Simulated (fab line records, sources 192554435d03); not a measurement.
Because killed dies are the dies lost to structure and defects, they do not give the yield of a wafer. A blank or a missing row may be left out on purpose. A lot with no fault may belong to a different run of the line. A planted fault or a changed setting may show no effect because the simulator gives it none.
Split-lot experiment :: flow n5-finfet :: 7 lots, 21 wafers read, on a route of 1938 steps

## ABOUT THE SPLIT
At N5_SDB_EXPOSE_08 (exposes mask SDB), the setting dose-mj was moved away from the recipe's 49.6 on 9 of the 21 wafers read, by -6.7% to +7.1%. This setting was run at the recipe's value on the other wafers.

## FROM THE SPLIT TO THE READING: what the file shows between them, 2 steps
- N5_SDB_PEB_09: peb time 60 s
- N5_SDB_DEVELOP_10: develop time 30 s

## THE READING
cd-nm at N5_SDB_CD_MEAS_11, given in nm (cd target 50 nm). On this fab line, fault-free wafers typically give 49.4 nm with a standard deviation of 1.6 nm.

wafer: L084.3
tool, chamber at the split: arfi-scanner-01, 0
dose-mj as run: 49.6
against the recipe: recipe
cd-nm, nm: 49.6
against lot-mates on the recipe: -

wafer: L084.4
tool, chamber at the split: arfi-scanner-01, 0
dose-mj as run: 53.13
against the recipe: +7.1%
cd-nm, nm: 59.2
against lot-mates on the recipe: +9.6

wafer: L084.5
tool, chamber at the split: arfi-scanner-01, 0
dose-mj as run: 53.13
against the recipe: +7.1%
cd-nm, nm: 56.5
against lot-mates on the recipe: +6.9

wafer: L086.3
tool, chamber at the split: arfi-scanner-03, 0
dose-mj as run: 46.26
against the recipe: -6.7%
cd-nm, nm: 42.6
against lot-mates on the recipe: no lot-mate on the recipe

wafer: L086.5
tool, chamber at the split: arfi-scanner-03, 0
dose-mj as run: 46.26
against the recipe: -6.7%
cd-nm, nm: 42.4
against lot-mates on the recipe: no lot-mate on the recipe

wafer: L086.6
tool, chamber at the split: arfi-scanner-03, 0
dose-mj as run: 46.26
against the recipe: -6.7%
cd-nm, nm: 40.0
against lot-mates on the recipe: no lot-mate on the recipe

wafer: L089.1
tool, chamber at the split: arfi-scanner-01, 0
dose-mj as run: 51.97
against the recipe: +4.8%
cd-nm, nm: 55.6
against lot-mates on the recipe: +5.9

wafer: L089.2
tool, chamber at the split: arfi-scanner-01, 0
dose-mj as run: 49.6
against the recipe: recipe
cd-nm, nm: 50.1
against lot-mates on the recipe: -

wafer: L089.6
tool, chamber at the split: arfi-scanner-01, 0
dose-mj as run: 49.6
against the recipe: recipe
cd-nm, nm: 49.2
against lot-mates on the recipe: -

wafer: L090.3
tool, chamber at the split: arfi-scanner-03, 0
dose-mj as run: 47.79
against the recipe: -3.6%
cd-nm, nm: 46.5
against lot-mates on the recipe: -5.3

wafer: L090.4
tool, chamber at the split: arfi-scanner-03, 0
dose-mj as run: 49.6
against the recipe: recipe
cd-nm, nm: 51.8
against lot-mates on the recipe: -

wafer: L090.6
tool, chamber at the split: arfi-scanner-03, 0
dose-mj as run: 47.79
against the recipe: -3.6%
cd-nm, nm: 44.7
against lot-mates on the recipe: -7.1

wafer: L091.3
tool, chamber at the split: arfi-scanner-03, 0
dose-mj as run: 49.6
against the recipe: recipe
cd-nm, nm: 50.7
against lot-mates on the recipe: -

wafer: L091.4
tool, chamber at the split: arfi-scanner-03, 0
dose-mj as run: 49.6
against the recipe: recipe
cd-nm, nm: 50.4
against lot-mates on the recipe: -

wafer: L091.6
tool, chamber at the split: arfi-scanner-03, 0
dose-mj as run: 49.6
against the recipe: recipe
cd-nm, nm: 51.5
against lot-mates on the recipe: -

wafer: L094.1
tool, chamber at the split: arfi-scanner-03, 0
dose-mj as run: 49.6
against the recipe: recipe
cd-nm, nm: 48.7
against lot-mates on the recipe: -

wafer: L094.2
tool, chamber at the split: arfi-scanner-03, 0
dose-mj as run: 49.6
against the recipe: recipe
cd-nm, nm: 48.0
against lot-mates on the recipe: -

wafer: L094.5
tool, chamber at the split: arfi-scanner-03, 0
dose-mj as run: 49.6
against the recipe: recipe
cd-nm, nm: 49.2
against lot-mates on the recipe: -

wafer: L097.1
tool, chamber at the split: arfi-scanner-03, 0
dose-mj as run: 52.53
against the recipe: +5.9%
cd-nm, nm: 54.4
against lot-mates on the recipe: +5.1

wafer: L097.2
tool, chamber at the split: arfi-scanner-03, 0
dose-mj as run: 49.6
against the recipe: recipe
cd-nm, nm: 49.6
against lot-mates on the recipe: -

wafer: L097.6
tool, chamber at the split: arfi-scanner-03, 0
dose-mj as run: 49.6
against the recipe: recipe
cd-nm, nm: 49.0
against lot-mates on the recipe: -

THE FIT
A straight line over all 21 wafers: cd-nm changes by +1.13 nm for each +1% of dose-mj; r = +0.97; the points scatter about the line by 1.2 nm.
The same after taking each lot's own level away (the mean of its wafers on the recipe; 18 wafers): +1.23 nm for each +1%; r = +0.97; scatter 1 nm.
That fit puts the effect of the largest move of dose-mj on the reading at 8.7 nm.
From 48.63 to 51.80 nm: that is the span of the lots' own levels, equal to 2.0 times the standard deviation above.
Hence the lot-to-lot level has little effect on the slope; both slopes agree.
Check: for one of the wafers moved furthest among these (+7.1%), held out of the fit, the line's prediction against its lot-mates is +7.89 nm. It came out at +9.6 nm against them.

## THESE WAFERS: OTHER SPLITS
Other splits were also applied to these wafers ahead of the reading. Each is held against what the fit with the lots' levels taken away leaves over:
other split on the same wafers: N5_PMOS_HMC_CHANNEL_EPI_PEB_07 peb-temp-c
wafers away from the commonest value: 9
r with cd-nm (lot level and that fit taken away): -0.17

other split on the same wafers: N5_PMOS_HMC_CHANNEL_EPI_DEVELOP_08 develop-time-s
wafers away from the commonest value: 5
r with cd-nm (lot level and that fit taken away): -0.43

other split on the same wafers: N5_FIN_CUT_COAT_29 spin-rpm
wafers away from the commonest value: 7
r with cd-nm (lot level and that fit taken away): -0.14

other split on the same wafers: N5_FIN_CUT_EXPOSE_05 dose-mj
wafers away from the commonest value: 7
r with cd-nm (lot level and that fit taken away): -0.32

other split on the same wafers: N5_DUMMY_GATE_CVD_03 temp-c
wafers away from the commonest value: 12
r with cd-nm (lot level and that fit taken away): +0.25

other split on the same wafers: N5_SD_EPI_N_COAT_33 spin-rpm
wafers away from the commonest value: 5
r with cd-nm (lot level and that fit taken away): -0.15

other split on the same wafers: N5_SDB_COAT_05 spin-rpm
wafers away from the commonest value: 11
r with cd-nm (lot level and that fit taken away): +0.16

## THE FILE'S OWN FIT
cd-nm changes by +1.15 nm for each +1% of dose-mj, r = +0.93.
